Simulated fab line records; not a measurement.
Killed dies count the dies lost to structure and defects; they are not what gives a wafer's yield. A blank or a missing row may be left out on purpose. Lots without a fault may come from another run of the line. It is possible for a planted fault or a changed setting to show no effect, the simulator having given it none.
Chamber matching / flow nand harc / NHARC_A_STAIRCASE_DEP_301 on pecvd-03 has 3 sister chambers
The step deposits SiON, target thk 30 nm. 3 wafers are shown with their chamber, then 9 later ones without.

## WAFERS PAIRED WITH THEIR CHAMBERS
wafer=L081.4; chamber=2; heater power w (W)=494
wafer=L088.3; chamber=1; heater power w (W)=786
wafer=L088.6; chamber=0; heater power w (W)=778

## WAFERS MISSING THEIR CHAMBER
wafer=L094.2; heater power w (W)=576
wafer=L094.5; heater power w (W)=713
wafer=L094.6; heater power w (W)=815
wafer=L093.1; heater power w (W)=793
wafer=L093.2; heater power w (W)=584
wafer=L093.6; heater power w (W)=770
wafer=L097.3; heater power w (W)=743
wafer=L097.4; heater power w (W)=779
wafer=L097.6; heater power w (W)=754

## THE CHAMBER EACH PASSED THROUGH
wafer=L094.2; from the rows above=2; in truth=2
wafer=L094.5; from the rows above=can't be placed: 0 or 1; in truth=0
wafer=L094.6; from the rows above=can't be placed: 1 or 0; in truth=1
wafer=L093.1; from the rows above=can't be placed: 1 or 0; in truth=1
wafer=L093.2; from the rows above=2; in truth=2
wafer=L093.6; from the rows above=can't be placed: 0 or 1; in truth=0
wafer=L097.3; from the rows above=can't be placed: 0 or 1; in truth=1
wafer=L097.4; from the rows above=can't be placed: 0 or 1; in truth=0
wafer=L097.6; from the rows above=can't be placed: 0 or 1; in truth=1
2 of 9 placed correctly. Not placeable from these rows: 7 (in 7, the candidates include the true chamber). 0 placed wrongly.
How it was worked out, from the rows above alone: a wafer's distance from a chamber is the root of the sum, over the readings, of the square of ((its reading less the chamber's mean) divided by the reading's scatter). If the next closest chamber is less than 2 further off than the closest, the wafer can't be placed; otherwise it belongs to the closest. Each chamber's mean is taken over the wafers shown for it. The scatter (one wafer shown for each chamber): square how far every hidden wafer sits from the nearest shown wafer, average those squares and take the square root.
